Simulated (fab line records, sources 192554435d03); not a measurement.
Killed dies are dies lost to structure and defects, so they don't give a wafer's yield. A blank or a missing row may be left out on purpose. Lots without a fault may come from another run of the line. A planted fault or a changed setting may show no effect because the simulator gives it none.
fab line records | flow n5_finfet
record lots=22 wafers=66 last_day=18
route steps=1938 shown BEOL_M3@969
lots that met no fault: from a run of the same line without faults
start_h: hours from the record's first day to the start of the lot's first wafer shown | wait_h: hours since the lot's step before | " the same as in the row above | L1.1+2: a row that stands for several wafers | - no value, or no start given | * or withheld: withheld | < > ~ a bound
route shown NAME@n: a module of which the file shows steps, and the number in the route of the first | usual: mean/standard deviation of fault-free wafers | same: alike in all rows | chamber/n: place in a boat | sites: the reading at each site | _std_site: their standard deviation | _edge_site: outer sites' mean less inner sites' | radius_mm: how far each site lies from the wafer's centre | mask NAME#n: copy n | behind: the tool/chamber that last shaped the wafer | hold: why the lot was held/for how many hours/how that ended | device: the transistor (n, p or np) that didn't switch | end of line: the same wafers' tests at the end of the route | a step without rows: its recipe alone | killed: dies lost to structure and defects at the first sort, not the wafer's yield | map: a wafer's dies, x killed, . not, _ none there
set.NAME: the setting as run; set.NAME@STEP: as run at that earlier step | model.NAME: the simulator's own value behind a step, which no gauge read
steps of the route over a sample of lots; a table a step, a row a wafer
services: from which hour (start_h, from the record's first day; less than 0 if before it) a tool's chamber was out of use, for how many hours, and why
## steps
# step N5_BEOL_M3_DESCUM_33
# recipe chemistry=O2 time_s=7 source_power_w=50 bias_power_w=20 pressure_mtorr=20 rf_frequency_hz=2.712e+07 temp_c=40 resist=CAR-EUV o2_flow_sccm=225
# usual drypump_motor_current_A=5.7/0.55 oes_product_au=0.75/0.068 rf_vpp_V=242.9/1.3 showerhead_plenum_p_Torr=2.08/0.068 throttle_valve_pct=20.4/0.35
# same time_s=7
# columns lot.wafer tool chamber start_h wait_h drypump_motor_current_A oes_product_au rf_hours_counter_h rf_vpp_V showerhead_plenum_p_Torr throttle_valve_pct
L074.2 rie_diel-04 2 162.91 0.0 5.2 0.75 143 242.2 2.11 20.2
L074.5 " 1 " " 5.3 0.84 - 243.2 2.03 20.0
L074.6 " 2 " " 5.2 0.75 - 242.6 2.11 20.1
L076.3 rie_diel-03 0 164.05 0.0 5.1 0.70 231 243.5 2.07 20.8
L076.5 " 1 " " 6.3 0.69 - 244.1 2.15 20.1
L076.6 " 2 " " 5.6 0.73 - 242.3 2.10 20.9
L075.1 rie_diel-04 3 168.83 0.0 6.3 0.72 200 243.0 2.05 20.2
L075.2 " 2 " " 5.2 0.75 144 242.8 2.11 20.1
L075.6 " 0 " " 5.9 0.74 - 239.5 1.93 20.4
L077.1 rie_diel-04 3 169.53 0.0 6.2 0.73 200 243.4 2.05 20.2
L077.3 " 1 " " 5.3 0.83 84 240.8 2.03 20.0
L077.6 " 2 " " 5.2 0.75 - 242.3 2.11 20.2
L079.1 rie_diel-03 2 173.84 0.0 5.6 0.73 202 244.1 2.10 20.9
L079.4 " 1 " " 6.3 0.70 222 244.8 2.15 20.1
L079.5 " 2 " " 5.6 0.73 - 242.1 2.10 20.9
L078.1 rie_diel-03 0 174.65 0.0 5.2 0.69 234 242.8 2.07 20.8
L078.2 " 2 " " 5.6 0.74 202 242.3 2.10 20.9
L078.6 " 2 " " 5.6 0.73 - 243.4 2.10 20.9
L080.3 rie_diel-03 0 183.44 0.0 5.1 0.69 236 242.8 2.07 20.8
L080.4 " 3 " " 5.8 0.78 96 243.4 2.11 20.2
L080.5 " 0 " " 5.1 0.70 - 242.1 2.07 20.8
L081.1 rie_diel-04 2 195.64 0.0 5.2 0.74 152 243.3 2.11 20.1
L081.2 " 0 " " 5.9 0.73 135 241.3 1.92 20.4
L081.5 " 2 " " 5.2 0.74 - 243.1 2.11 20.2
L082.2 rie_diel-02 1 196.83 0.0 6.6 0.70 207 243.4 2.16 20.6
L082.5 " 2 " " 4.7 0.94 - 243.3 2.15 20.3
L082.6 " 1 " " 6.6 0.69 - 244.4 2.16 20.6
L083.2 rie_diel-04 0 198.56 0.1 5.9 0.74 136 240.5 1.92 20.4
L083.4 " 2 " " 5.2 0.75 153 243.5 2.11 20.2
L083.6 " 0 " " 5.9 0.75 - 241.9 1.92 20.4
L084.1 rie_diel-03 1 204.54 0.1 6.3 0.69 231 244.9 2.15 20.1
L084.3 " 3 " " 5.8 0.77 102 242.5 2.11 20.2
L084.5 " 1 " " 6.3 0.69 - 243.6 2.15 20.2
L086.3 rie_diel-04 0 227.22 0.1 5.8 0.73 146 239.3 1.92 20.4
L086.5 " 2 " " 5.2 0.73 - 242.5 2.10 20.2
L086.6 " 1 " " 5.3 0.82 - 241.9 2.02 20.0
L088.2 rie_diel-03 2 228.16 0.0 5.6 0.72 218 243.7 2.09 20.9
L088.3 " 1 " " 6.3 0.68 239 243.7 2.14 20.2
L088.6 " 3 " " 5.8 0.76 - 244.5 2.10 20.2
L087.2 rie_diel-04 2 233.08 0.0 5.1 0.74 164 242.3 2.10 20.2
L087.4 " 3 " " 6.2 0.72 220 243.4 2.05 20.2
L087.5 " 0 " " 5.9 0.73 - 240.3 1.92 20.4
L085.3 rie_diel-03 0 234.22 0.0 5.1 0.68 249 242.1 2.06 20.8
L085.4 " 2 " " 5.6 0.72 219 241.6 2.09 20.9
L085.5 " 3 " " 5.8 0.76 - 243.1 2.10 20.2
L089.1 rie_diel-03 0 238.07 0.0 5.1 0.68 250 242.9 2.06 20.8
L089.3 " 3 " " 5.8 0.77 112 242.3 2.10 20.2
L089.4 " 2 " " 5.6 0.73 220 244.8 2.09 20.9
L091.2 rie_diel-02 2 248.55 0.0 4.6 0.90 22 244.5 2.14 20.3
L091.4 " 1 " " 6.5 0.68 223 244.7 2.16 20.7
L091.6 " 0 " " 5.7 0.68 - 244.2 2.16 21.1
L092.2 rie_diel-04 3 254.53 0.0 6.2 0.72 225 241.7 2.04 20.2
L092.4 " 2 " " 5.1 0.73 170 242.2 2.10 20.2
L092.5 " 2 " " 5.1 0.73 - 242.8 2.10 20.2
L095.4 rie_diel-02 1 266.85 0.0 6.6 0.67 228 243.8 2.16 20.7
L095.5 " 2 " " 4.6 0.89 - 242.8 2.14 20.3
L095.6 " 1 " " 6.6 0.68 - 244.0 2.16 20.7
L094.3 rie_diel-02 1 270.50 0.0 6.6 0.67 229 243.9 2.16 20.7
L094.4 " 2 " " 4.7 0.88 29 244.1 2.14 20.3
L094.6 " 1 " " 6.6 0.67 - 241.9 2.16 20.7
L096.2 rie_diel-04 2 287.46 0.0 5.2 0.72 180 243.0 2.10 20.2
L096.3 " 3 " " 6.2 0.70 235 241.3 2.04 20.3
L096.5 " 1 " " 5.3 0.79 - 243.0 2.02 20.1
L097.1 rie_diel-02 3 305.83 0.2 6.6 0.80 89 242.1 2.02 20.0
L097.4 " 2 " " 4.7 0.86 42 242.5 2.13 20.4
L097.5 " 1 " " 6.6 0.66 - 243.8 2.15 20.7
# step N5_BEOL_M3_ETCH_69
# recipe chemistry=CF4 target=SiARC target_depth_a=156 mask_material=CAR-EUV time_s=26 ion_energy_ev=80 pressure_mtorr=40 source_w=545 bias_w=36 Ar_flow_sccm=100 cf4_flow_sccm=100 ends=cleared
# usual cf4_flow_sccm=100.0/0.3 drypump_motor_current_A=5.7/0.55 etch_rf_on_time_s=26.2/0.44 oes_product_au=0.64/0.058 rf_vpp_V=183.9/1.2 showerhead_plenum_p_Torr=2.13/0.065 throttle_valve_pct=15.6/0.31
# columns lot.wafer tool chamber start_h wait_h cf4_flow_sccm drypump_motor_current_A etch_rf_on_time_s oes_product_au rf_hours_counter_h rf_vpp_V showerhead_plenum_p_Torr throttle_valve_pct
L074.2 rie_diel-04 2 162.96 0.0 99.4 5.1 26.4 0.65 143 184.0 2.14 15.2
L074.5 " 1 " " 100.0 5.3 25.9 0.72 - 183.9 2.07 15.2
L074.6 " 2 " " 99.3 5.1 26.6 0.64 - 183.5 2.14 15.2
L076.3 rie_diel-03 0 164.10 0.0 100.1 5.2 26.2 0.60 231 183.3 2.13 16.0
L076.5 " 1 " " 100.3 6.3 25.6 0.61 - 184.4 2.20 15.4
L076.6 " 2 " " 100.1 5.6 25.8 0.63 - 183.2 2.12 15.8
L075.1 rie_diel-04 3 168.88 0.0 100.2 6.2 26.1 0.62 200 183.7 2.13 15.6
L075.2 " 2 " " 100.1 5.2 26.8 0.63 144 184.0 2.14 15.2
L075.6 " 0 " " 100.4 5.9 26.1 0.65 - 181.2 1.98 15.6
L077.1 rie_diel-04 3 169.58 0.0 99.7 6.2 25.8 0.63 200 183.0 2.13 15.6
L077.3 " 1 " " 99.9 5.3 26.0 0.71 84 182.9 2.07 15.2
L077.6 " 2 " " 99.6 5.2 26.3 0.64 - 183.9 2.14 15.2
L079.1 rie_diel-03 2 173.89 0.0 100.1 5.6 26.0 0.63 202 184.1 2.12 15.8
L079.4 " 1 " " 101.0 6.3 26.3 0.59 222 184.6 2.20 15.4
L079.5 " 2 " " 100.7 5.7 26.3 0.63 - 183.5 2.12 15.9
L078.1 rie_diel-03 0 174.71 0.0 100.2 5.1 26.7 0.59 234 184.5 2.13 16.0
L078.2 " 2 " " 99.9 5.6 26.0 0.63 202 184.9 2.12 15.8
L078.6 " 2 " " 99.9 5.6 26.1 0.63 - 183.3 2.12 15.9
L080.3 rie_diel-03 0 183.49 0.0 100.2 5.1 26.6 0.59 236 183.4 2.13 16.0
L080.4 " 3 " " 99.8 5.8 25.9 0.67 96 183.7 2.16 15.4
L080.5 " 0 " " 100.5 5.1 26.3 0.59 - 184.2 2.13 16.0
L081.1 rie_diel-04 2 195.70 0.0 99.7 5.2 26.5 0.64 152 183.8 2.13 15.3
L081.2 " 0 " " 100.2 5.8 26.0 0.64 135 182.9 1.98 15.6
L081.5 " 2 " " 99.8 5.2 26.2 0.64 - 184.7 2.13 15.2
L082.2 rie_diel-02 1 196.88 0.0 99.7 6.6 26.3 0.59 207 185.2 2.20 15.8
L082.5 " 2 " " 100.5 4.7 25.1 0.81 - 184.3 2.20 15.5
L082.6 " 1 " " 100.1 6.6 26.4 0.59 - 186.5 2.20 15.8
L083.2 rie_diel-04 0 198.62 0.0 100.6 5.9 25.9 0.63 136 181.6 1.98 15.6
L083.4 " 2 " " 100.0 5.2 26.5 0.63 153 184.8 2.13 15.2
L083.6 " 0 " " 100.8 5.9 25.7 0.64 - 182.8 1.98 15.6
L084.1 rie_diel-03 1 204.59 0.0 99.8 6.3 26.0 0.59 231 185.8 2.20 15.4
L084.3 " 3 " " 100.6 5.8 25.8 0.67 102 183.8 2.16 15.4
L084.5 " 1 " " 99.9 6.3 25.8 0.59 - 183.7 2.20 15.4
L086.3 rie_diel-04 0 227.28 0.0 100.0 5.9 26.5 0.63 146 181.9 1.98 15.6
L086.5 " 2 " " 100.1 5.2 26.8 0.63 - 184.9 2.13 15.3
L086.6 " 1 " " 100.1 5.3 26.1 0.69 - 182.8 2.07 15.2
L088.2 rie_diel-03 2 228.22 0.0 100.5 5.6 26.4 0.62 218 184.5 2.12 15.9
L088.3 " 1 " " 100.3 6.3 26.5 0.58 239 184.2 2.19 15.5
L088.6 " 3 " " 99.8 5.8 26.0 0.66 - 184.2 2.15 15.4
L087.2 rie_diel-04 2 233.13 0.0 99.9 5.2 26.7 0.63 164 185.1 2.13 15.3
L087.4 " 3 " " 99.4 6.2 26.0 0.61 220 182.7 2.12 15.7
L087.5 " 0 " " 99.9 5.9 26.3 0.63 - 181.9 1.97 15.6
L085.3 rie_diel-03 0 234.27 0.0 100.2 5.1 26.5 0.58 249 183.4 2.12 16.0
L085.4 " 2 " " 99.9 5.6 26.3 0.61 219 183.7 2.12 15.9
L085.5 " 3 " " 99.8 5.8 25.9 0.65 - 184.7 2.15 15.4
L089.1 rie_diel-03 0 238.13 0.0 99.8 5.1 26.6 0.58 250 182.3 2.12 16.0
L089.3 " 3 " " 99.6 5.8 26.0 0.65 112 184.4 2.15 15.4
L089.4 " 2 " " 99.9 5.6 26.7 0.61 220 184.0 2.12 15.9
L091.2 rie_diel-02 2 248.60 0.0 99.7 4.7 25.5 0.77 22 184.8 2.20 15.5
L091.4 " 1 " " 100.9 6.6 26.7 0.58 223 183.8 2.19 15.8
L091.6 " 0 " " 99.9 5.7 26.9 0.58 - 185.7 2.21 16.3
L092.2 rie_diel-04 3 254.58 0.0 99.8 6.2 25.9 0.61 225 183.9 2.12 15.7
L092.4 " 2 " " 99.6 5.2 26.8 0.62 170 183.9 2.13 15.3
L092.5 " 2 " " 99.8 5.2 26.6 0.62 - 184.8 2.13 15.3
L095.4 rie_diel-02 1 266.90 0.0 100.1 6.6 26.7 0.58 228 184.8 2.19 15.9
L095.5 " 2 " " 100.6 4.7 25.6 0.76 - 185.4 2.20 15.5
L095.6 " 1 " " 99.9 6.5 26.7 0.57 - 185.3 2.19 15.9
L094.3 rie_diel-02 1 270.56 0.0 99.8 6.5 26.7 0.57 229 185.0 2.19 15.9
L094.4 " 2 " " 100.4 4.7 25.8 0.76 29 185.2 2.20 15.5
L094.6 " 1 " " 100.0 6.6 26.6 0.57 - 185.1 2.19 15.9
L096.2 rie_diel-04 2 287.51 0.0 100.1 5.2 26.9 0.61 181 183.7 2.13 15.3
L096.3 " 3 " " 99.9 6.2 26.2 0.60 235 184.0 2.12 15.7
L096.5 " 1 " " 100.2 5.3 26.1 0.68 - 183.3 2.06 15.3
L097.1 rie_diel-02 3 305.88 0.0 99.4 6.7 25.5 0.70 89 182.7 2.09 15.3
L097.4 " 2 " " 100.0 4.7 25.4 0.74 42 183.4 2.19 15.5
L097.5 " 1 " " 100.0 6.6 26.7 0.56 - 185.8 2.19 15.9
# step N5_BEOL_M3_ALD_98
# recipe material=SiO2 target_thk_a=25 temp_c=100 ald_precursor_family=BDEAS ald_co_reactant=O2-plasma pulse_time_s=1 co_reactant_pulse_time_s=1 purge_time_s=2 co_reactant_purge_time_s=2 ald_cycles=17 pressure_torr=2
# usual heater_power_w=76/7.2 precursor_pulse_height_rel=1.003/0.02
# columns lot.wafer tool chamber start_h wait_h heater_power_w precursor_pulse_height_rel since_wet_clean_h
L074.2 ald_sin-03 0 163.08 0.1 70 0.995 352
L074.5 " 1 " " 80 1.004 -
L074.6 " 0 " " 71 1.001 -
L076.3 ald_sin-03 3 164.18 0.1 89 1.006 353
L076.5 " 2 " " 66 1.014 -
L076.6 " 1 " " 83 1.005 -
L075.1 ald_sin-01 0 168.97 0.1 66 0.977 70
L075.2 " 1 " " 78 0.995 70
L075.6 " 1 " " 80 0.997 -
L077.1 ald_sin-01 2 169.66 0.1 73 1.008 70
L077.3 " 0 " " 66 0.993 70
L077.6 " 3 " " 76 1.002 -
L079.1 ald_sin-03 0 174.03 0.1 72 0.978 363
L079.4 " 1 " " 81 1.020 363
L079.5 " 1 " " 83 1.015 -
L078.1 ald_sin-03 1 174.85 0.1 84 1.003 364
L078.2 " 0 " " 71 1.015 364
L078.6 " 3 " " 90 1.013 -
L080.3 ald_sin-01 2 183.57 0.1 72 0.995 84
L080.4 " 0 " " 68 0.991 84
L080.5 " 3 " " 74 1.047 -
L081.1 ald_sin-03 2 195.85 0.1 67 1.016 5
L081.2 " 1 " " 80 1.027 5
L081.5 " 3 " " 86 0.998 -
L082.2 ald_sin-01 2 196.96 0.1 74 0.981 98
L082.5 " 1 " " 78 1.006 -
L082.6 " 2 " " 72 0.978 -
L083.2 ald_sin-02 0 198.70 0.1 85 1.025 295
L083.4 " 2 " " 72 1.002 -
L083.6 " 0 " " 85 1.048 -
L084.1 ald_sin-02 2 204.67 0.1 73 1.035 301
L084.3 " 0 " " 84 1.026 301
L084.5 " 0 " " 85 0.968 -
L086.3 ald_sin-03 0 227.97 0.7 69 1.012 37
L086.5 " 3 " " 85 0.968 -
L086.6 " 2 " " 68 0.987 -
L088.2 ald_sin-01 3 228.36 0.1 76 1.008 129
L088.3 " 0 " " 68 0.993 129
L088.6 " 1 " " 77 0.997 -
L087.2 ald_sin-01 3 233.43 0.3 75 0.987 134
L087.4 " 1 " " 79 0.999 134
L087.5 " 3 " " 75 0.995 -
L085.3 ald_sin-01 3 234.44 0.1 78 1.017 135
L085.4 " 0 " " 67 1.007 135
L085.5 " 0 " " 67 0.990 -
L089.1 ald_sin-01 0 238.21 0.1 67 1.001 139
L089.3 " 1 " " 80 0.979 139
L089.4 " 2 " " 74 0.956 139
L091.2 ald_sin-02 3 248.98 0.3 68 0.993 346
L091.4 " 0 " " 86 1.014 346
L091.6 " 0 " " 87 1.035 -
L092.2 ald_sin-03 2 254.78 0.2 68 1.023 64
L092.4 " 3 " " 88 1.013 64
L092.5 " 2 " " 67 1.010 -
L095.4 ald_sin-02 1 267.04 0.1 81 1.022 364
L095.5 " 3 " " 67 1.051 -
L095.6 " 2 " " 73 1.022 -
L094.3 ald_sin-03 3 270.72 0.1 86 1.010 80
L094.4 " 0 " " 70 0.997 80
L094.6 " 3 " " 87 0.986 -
L096.2 ald_sin-03 2 287.64 0.1 68 1.014 97
L096.3 " 0 " " 71 1.004 97
L096.5 " 1 " " 79 1.018 -
L097.1 ald_sin-03 1 305.96 0.1 81 1.003 115
L097.4 " 2 " " 68 0.975 115
L097.5 " 2 " " 67 0.970 -
# step N5_BEOL_M3_ETCH_70
# recipe chemistry=N2/H2 target=SOC target_depth_a=800 overetch_a=160 mask_material=SiARC temp_c=40 time_s=120 ion_energy_ev=200 pressure_mtorr=30 source_w=840 bias_w=150 n2_flow_sccm=200 h2_flow_sccm=200
# usual drypump_motor_current_A=5.9/0.67 oes_product_au=0.59/0.058 rf_vpp_V=523.8/2.1 showerhead_plenum_p_Torr=2.54/0.081 throttle_valve_pct=17.8/0.35
# same time_s=120
# columns lot.wafer tool chamber start_h wait_h drypump_motor_current_A oes_product_au rf_hours_counter_h rf_vpp_V showerhead_plenum_p_Torr throttle_valve_pct
L074.2 rie_diel-03 1 171.92 0.0 6.3 0.54 221 525.1 2.62 17.5
L074.5 " 2 " " 5.6 0.57 - 523.5 2.50 18.0
L074.6 " 3 " " 5.8 0.61 - 523.3 2.58 17.7
L076.3 rie_diel-04 3 172.09 0.0 6.3 0.55 201 523.7 2.51 17.7
L076.5 " 2 " " 5.2 0.58 - 525.0 2.54 17.5
L076.6 " 3 " " 6.3 0.56 - 522.2 2.51 17.7
L075.1 rie_diel-02 3 172.26 0.0 6.7 0.66 45 522.6 2.47 17.2
L075.2 " 0 " " 5.8 0.54 219 526.0 2.63 18.5
L075.6 " 1 " " 6.6 0.54 - 526.2 2.64 18.1
L077.1 rie_diel-03 0 172.28 0.0 5.1 0.53 233 522.0 2.50 18.1
L077.3 " 2 " " 5.6 0.57 202 523.7 2.50 18.0
L077.6 " 2 " " 5.6 0.57 - 523.0 2.50 18.0
L079.1 rie_diel-02 2 178.73 0.0 4.7 0.74 2 525.3 2.60 17.6
L079.4 " 0 " " 5.7 0.55 221 526.1 2.63 18.5
L079.5 " 0 " " 5.7 0.54 - 526.2 2.63 18.5
L078.1 rie_diel-04 1 179.04 0.0 5.3 0.63 88 521.0 2.46 17.5
L078.2 " 2 " " 5.2 0.58 147 524.0 2.54 17.5
L078.6 " 0 " " 5.9 0.58 - 518.0 2.36 17.8
L080.3 rie_diel-02 0 184.79 0.0 5.7 0.54 222 526.7 2.63 18.5
L080.4 " 1 " " 6.5 0.54 202 525.7 2.64 18.1
L080.5 " 0 " " 5.8 0.54 - 525.1 2.63 18.5
L081.1 rie_diel-02 3 204.14 0.0 6.7 0.66 54 521.5 2.46 17.3
L081.2 " 0 " " 5.8 0.53 229 524.9 2.63 18.5
L081.5 " 0 " " 5.8 0.54 - 525.7 2.63 18.5
L082.2 rie_diel-04 0 211.70 0.0 5.9 0.57 140 519.5 2.36 17.9
L082.5 " 2 " " 5.2 0.58 - 524.2 2.53 17.5
L082.6 " 3 " " 6.2 0.56 - 522.5 2.51 17.8
L084.1 rie_diel-03 0 214.90 0.0 5.1 0.53 243 522.4 2.49 18.1
L084.3 " 3 " " 5.8 0.59 106 525.2 2.57 17.7
L084.5 " 2 " " 5.6 0.56 - 522.0 2.50 18.0
L083.2 rie_diel-04 0 214.94 0.0 5.9 0.58 141 518.6 2.36 17.9
L083.4 " 0 " " 5.9 0.57 - 518.9 2.36 17.9
L083.6 " 2 " " 5.2 0.57 - 524.9 2.53 17.5
L086.3 rie_diel-02 1 242.71 0.0 6.6 0.53 221 526.5 2.63 18.1
L086.5 " 1 " " 6.6 0.53 - 526.2 2.63 18.1
L086.6 " 2 " " 4.7 0.68 - 525.0 2.59 17.6
L088.2 rie_diel-04 1 242.75 0.0 5.3 0.62 102 520.4 2.46 17.6
L088.3 " 3 " " 6.2 0.55 223 523.9 2.50 17.8
L088.6 " 1 " " 5.3 0.62 - 522.3 2.46 17.6
L087.2 rie_diel-04 3 243.18 0.0 6.2 0.55 223 523.9 2.50 17.8
L087.4 " 1 " " 5.3 0.62 102 522.5 2.46 17.6
L087.5 " 3 " " 6.3 0.54 - 523.4 2.50 17.8
L085.3 rie_diel-03 1 243.64 0.0 6.3 0.53 242 526.0 2.61 17.6
L085.4 " 3 " " 5.8 0.58 - 524.0 2.57 17.7
L085.5 " 1 " " 6.3 0.53 - 525.3 2.61 17.6
L089.1 rie_diel-02 3 248.22 0.0 6.6 0.64 67 521.9 2.46 17.3
L089.3 " 2 " " 4.7 0.69 22 525.0 2.59 17.6
L089.4 " 1 " " 6.6 0.52 222 526.5 2.63 18.1
L091.2 rie_diel-02 3 249.99 0.0 6.7 0.64 67 522.8 2.46 17.3
L091.4 " 2 " " 4.7 0.68 23 523.7 2.59 17.6
L091.6 " 2 " " 4.7 0.68 - 524.9 2.59 17.6
L092.2 rie_diel-02 1 255.79 0.0 6.6 0.53 225 526.1 2.63 18.1
L092.4 " 3 " " 6.6 0.63 69 522.6 2.46 17.3
L092.5 " 3 " " 6.6 0.65 - 522.7 2.45 17.3
L095.4 rie_diel-02 2 276.99 0.0 4.7 0.67 - 525.4 2.59 17.6
L095.5 " 1 " " 6.6 0.52 - 525.9 2.63 18.2
L095.6 " 3 " " 6.6 0.63 - 520.9 2.45 17.3
L094.3 rie_diel-02 2 279.58 0.0 4.7 0.67 32 524.7 2.59 17.6
L094.4 " 2 " " 4.7 0.67 - 524.7 2.59 17.6
L094.6 " 3 " " 6.6 0.63 - 522.7 2.45 17.3
L096.2 rie_diel-04 2 287.94 0.0 5.2 0.56 181 523.2 2.52 17.5
L096.3 " 1 " " 5.3 0.61 116 522.4 2.45 17.6
L096.5 " 1 " " 5.3 0.62 - 521.2 2.45 17.6
L097.1 rie_diel-02 2 310.38 0.0 4.7 0.66 43 524.9 2.58 17.7
L097.4 " 0 " " 5.8 0.74 6 525.2 2.62 18.1
L097.5 " 1 " " 6.6 0.52 - 525.7 2.62 18.2
# step N5_BEOL_M3_ALD_84
# recipe material=TaN target_thk_a=* temp_c=275 ald_precursor_family=PDMAT ald_co_reactant=NH3 pressure_torr=3 carrier_flow_sccm=1500 pulse_time_s=2 purge_time_s=3 co_reactant_purge_time_s=2 co_reactant_pulse_time_s=3 ald_cycles=30 precursor_vessel_temp_c=75 precursor_vessel_pressure_torr=26.25 precursor_vessel_carrier_sccm=1000
# usual heater_power_w=401/45 precursor_vessel_carrier_sccm=999.9/3
# columns lot.wafer tool chamber start_h wait_h heater_power_w precursor_vessel_carrier_sccm since_wet_clean_h
L074.2 ald_metal-02 2 172.92 0.0 427 1004.8 1374
L074.5 " 3 " " 390 1002.6 -
L074.6 " 0 " " 366 1002.1 -
L076.3 ald_metal-01 3 173.02 0.1 484 996.7 2913
L076.5 " 2 " " 300 1000.7 -
L076.6 " 3 " " 483 993.1 -
L075.1 ald_metal-02 2 173.13 0.1 415 1005.0 1374
L075.2 " 3 " " 389 1001.5 1374
L075.6 " 1 " " 425 1001.1 -
L077.1 ald_metal-04 2 173.18 0.1 399 1000.4 4451
L077.3 " 0 " " 429 999.8 4451
L077.6 " 0 " " 438 998.5 -
L079.1 ald_metal-01 2 179.64 0.1 309 998.8 2919
L079.4 " 1 " " 435 995.8 2919
L079.5 " 0 " " 344 1003.6 -
L078.1 ald_metal-04 2 179.69 0.0 395 998.6 4458
L078.2 " 0 " " 439 1000.9 4458
L078.6 " 2 " " 397 994.5 -
L080.3 ald_metal-02 1 185.75 0.0 425 1001.2 1387
L080.4 " 3 " " 384 998.1 1387
L080.5 " 3 " " 390 998.1 -
L081.1 ald_metal-02 1 204.92 0.0 436 1001.8 1406
L081.2 " 3 " " 392 995.7 1406
L081.5 " 1 " " 418 998.2 -
L082.2 ald_metal-04 3 212.50 0.0 441 997.5 4491
L082.5 " 0 " " 438 1003.0 -
L082.6 " 3 " " 451 997.1 -
L084.1 ald_metal-01 2 215.72 0.0 300 1000.3 2956
L084.3 " 1 " " 419 996.7 2956
L084.5 " 1 " " 433 996.7 -
L083.2 ald_metal-02 3 215.73 0.0 393 1003.8 1417
L083.4 " 0 " " 363 999.8 1417
L083.6 " 1 " " 425 997.9 -
L086.3 ald_metal-02 3 243.82 0.0 389 1003.1 1445
L086.5 " 3 " " 389 1004.0 -
L086.6 " 2 " " 407 997.8 -
L088.2 ald_metal-01 1 243.90 0.0 433 997.5 2984
L088.3 " 0 " " 340 998.7 2984
L088.6 " 0 " " 338 1000.4 -
L087.2 ald_metal-02 2 244.02 0.1 421 1001.0 1445
L087.4 " 3 " " 390 1001.2 1445
L087.5 " 0 " " 374 997.2 -
L085.3 ald_metal-02 2 244.30 0.0 428 997.3 1446
L085.4 " 3 " " 401 999.9 1446
L085.5 " 2 " " 421 995.6 -
L089.1 ald_metal-02 1 249.95 0.0 432 1005.3 1451
L089.3 " 0 " " 372 998.0 1451
L089.4 " 2 " " 412 996.3 1451
L091.2 ald_metal-01 1 250.95 0.1 430 1005.0 2991
L091.4 " 2 " " 306 996.5 2991
L091.6 " 0 " " 336 1000.9 -
L092.2 ald_metal-04 0 256.56 0.1 440 1001.3 4535
L092.4 " 3 " " 453 994.1 4535
L092.5 " 2 " " 402 1001.7 -
L095.4 ald_metal-02 2 277.77 0.0 422 1001.3 1479
L095.5 " 2 " " 411 995.3 -
L095.6 " 3 " " 382 994.1 -
L094.3 ald_metal-01 0 280.37 0.0 342 996.3 3020
L094.4 " 2 " " 303 1000.8 3020
L094.6 " 2 " " 305 998.9 -
L096.2 ald_metal-02 0 288.83 0.0 373 1000.9 1490
L096.3 " 2 " " 421 999.4 1490
L096.5 " 1 " " 432 998.2 -
L097.1 ald_metal-02 3 312.02 0.1 398 1001.6 1513
L097.4 " 1 " " 435 997.7 1513
L097.5 " 2 " " 422 1002.0 -
# step N5_BEOL_M3_SPUTTER_79
# recipe material=Cu target_thk_a=45 temp_c=-20 chamber_pressure_pa=0.07 power_w=withheld time_s=8.29
# usual throttle_valve_pct=29.9/0.88
# same time_s=8.29
# columns lot.wafer tool chamber start_h wait_h throttle_valve_pct
L074.2 pvd_sputter-03 - 173.63 0.1 30.8
L074.5 " - " " 30.9
L074.6 " - " " 30.7
L076.3 pvd_sputter-02 - 173.76 0.1 29.4
L076.5 " - " " 29.2
L076.6 " - " " 30.7
L075.1 pvd_sputter-01 - 173.94 0.1 28.0
L075.2 " - " " 30.1
L075.6 " - " " 29.6
L077.1 pvd_sputter-03 - 175.47 0.1 30.8
L077.3 " - " " 30.0
L077.6 " - " " 30.9
L079.1 pvd_sputter-02 - 180.42 0.1 29.5
L079.4 " - " " 28.8
L079.5 " - " " 30.6
L078.1 pvd_sputter-01 - 182.03 0.1 30.1
L078.2 " - " " 28.0
L078.6 " - " " 29.5
L080.3 pvd_sputter-03 - 186.75 0.1 30.1
L080.4 " - " " 30.8
L080.5 " - " " 30.9
L081.1 pvd_sputter-02 - 205.74 0.1 29.1
L081.2 " - " " 30.9
L081.5 " - " " 30.7
L082.2 pvd_sputter-03 - 213.29 0.1 31.1
L082.5 " - " " 30.9
L082.6 " - " " 30.0
L084.1 pvd_sputter-02 - 216.45 0.1 30.8
L084.3 " - " " 29.4
L084.5 " - " " 29.5
L083.2 pvd_sputter-01 - 216.58 0.1 27.9
L083.4 " - " " 29.6
L083.6 " - " " 28.0
L086.3 pvd_sputter-02 - 244.51 0.1 29.4
L086.5 " - " " 28.8
L086.6 " - " " 29.3
L088.2 pvd_sputter-03 - 244.61 0.1 30.8
L088.3 " - " " 30.9
L088.6 " - " " 30.9
L087.2 pvd_sputter-01 - 244.81 0.1 29.4
L087.4 " - " " 29.5
L087.5 " - " " 29.4
L085.3 pvd_sputter-03 - 246.57 0.1 30.7
L085.4 " - " " 30.9
L085.5 " - " " 30.2
L089.1 pvd_sputter-01 - 250.67 0.1 30.4
L089.3 " - " " 29.3
L089.4 " - " " 28.3
L091.2 pvd_sputter-01 - 252.99 0.1 28.0
L091.4 " - " " 30.3
L091.6 " - " " 28.0
L092.2 pvd_sputter-02 - 258.73 0.1 30.8
L092.4 " - " " 28.9
L092.5 " - " " 29.9
L095.4 pvd_sputter-01 - 278.59 0.1 29.5
L095.5 " - " " 28.3
L095.6 " - " " 30.2
L094.3 pvd_sputter-02 - 281.18 0.1 29.0
L094.4 " - " " 29.4
L094.6 " - " " 30.0
L096.2 pvd_sputter-03 - 289.50 0.1 31.1
L096.3 " - " " 29.9
L096.5 " - " " 31.0
L097.1 pvd_sputter-02 - 313.39 0.1 29.8
L097.4 " - " " 29.6
L097.5 " - " " 29.6
## services
# columns tool chamber start_h hours kind
rie_diel-02 2 139.95 - clean
rie_diel-02 2 139.95 - consumable_replace:focus_ring
rie_diel-02 2 139.95 34.7 scheduled_down
rie_diel-02 2 139.95 34.7 vent_cycle
rie_diel-03 2 143.43 10.1 repair
pvd_sputter-01 - 156.15 13.6 repair
ald_sin-03 - 177.13 14.0 pm
ald_sin-02 3 197.71 27.5 repair
rie_diel-04 1 209.51 16.5 repair
ald_sin-02 0 210.11 3.2 repair
ald_sin-03 1 238.18 10.3 repair
rie_diel-02 0 238.33 5.8 repair
ald_sin-02 - 238.54 4.3 repair
ald_sin-01 1 264.12 15.4 repair
ald_sin-02 - 268.25 14.0 pm
rie_diel-03 - 271.55 14.6 pm
ald_metal-01 - 272.75 4.3 pm
ald_metal-04 1 274.31 5.4 repair
rie_diel-02 0 274.53 - clean
ald_sin-03 - 274.95 0.9 repair
ald_sin-01 3 279.05 5.8 repair
ald_metal-01 - 286.60 28.1 pm
ald_sin-01 1 287.83 9.0 repair
ald_metal-04 - 311.85 2.8 pm
## key
fault none
